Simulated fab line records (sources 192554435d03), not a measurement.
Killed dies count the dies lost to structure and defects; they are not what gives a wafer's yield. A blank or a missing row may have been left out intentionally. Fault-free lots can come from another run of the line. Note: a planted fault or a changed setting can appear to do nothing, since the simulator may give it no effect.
Which tool is to blame? | flow n5Finfet | Sampling: 12 lots, 36 wafers, 2 of 1938 route steps

## WHAT EACH GAUGE READ, for each wafer
N5_BEOL_M3_INSPECT_13: inspects for defects (brightfield).
lot  | measured     | on               | rawDefectCount
L075 | day 7 07:59  | defectInspect-02 | 392 529 524
L077 | day 7 12:02  | defectInspect-01 | 517 484 603
L079 | day 8 11:34  | defectInspect-01 | 253 309 396
L081 | day 9 04:29  | defectInspect-02 | 325 297 446
L083 | day 9 11:39  | defectInspect-01 | 347 257 289
L085 | day 9 17:00  | defectInspect-01 | 550 393 287
L087 | day 10 17:57 | defectInspect-02 | 395 450 564
L088 | day 11 03:53 | defectInspect-01 | 335 283 428
L091 | day 11 13:14 | defectInspect-02 | 274 359 438
L095 | day 12 12:06 | defectInspect-02 | 491 478 492
L093 | day 12 18:58 | defectInspect-01 | 392 485 416
L097 | day 13 14:55 | defectInspect-01 | 369 319 294

## WHICH TOOL RAN EACH LOT (tool, then ch and the chambers of the sampled wafers, then the start)
lot  | N5_BEOL_M3_ILD_DEP_00
L075 | pecvd-04 ch 1,2, day 7 06:22
L077 | pecvd-04 ch 0,1,2, day 7 10:04
L079 | pecvd-04 ch 0,1,2, day 8 09:03
L081 | pecvd-04 ch 1,2, day 9 00:30
L083 | pecvd-04 ch 0,1, day 9 10:31
L085 | pecvd-01 ch 0,1, day 9 15:47
L087 | pecvd-01 ch 0,1, day 10 16:35
L088 | pecvd-04 ch 1,2, day 11 02:58
L091 | pecvd-01 ch 0,1,2, day 11 12:21
L095 | pecvd-01 ch 1,2, day 12 08:57
L093 | pecvd-04 ch 0,1,2, day 12 17:36
L097 | pecvd-04 ch 1,2, day 13 13:47
- N5_BEOL_M3_ILD_DEP_00: deposits SiOC from DEMS/O2, target thk 79 nm, time 15.3 s.

## THE ANSWER, worked out from the rows above alone
Rule: what is usual is taken from the lots themselves. The widest of any qualifying gaps counts: lots, ordered by their means at a reading, are off when they make up no more than a third of the lots, leave a main group of 4 or more, and stand apart from it by 3 or more times the standard deviation of that group's means. The tables above print the reading to a certain number of digits; a main group whose means all agree to those digits is not used. A lot without any number at a reading at which 4 lots or more have one is off too. Where the step has rows for the other lots, those lots are counted as sound.
None of the lots is off at any reading shown; this tells nothing.

## WHAT THE SIMULATOR HAD PUT IN
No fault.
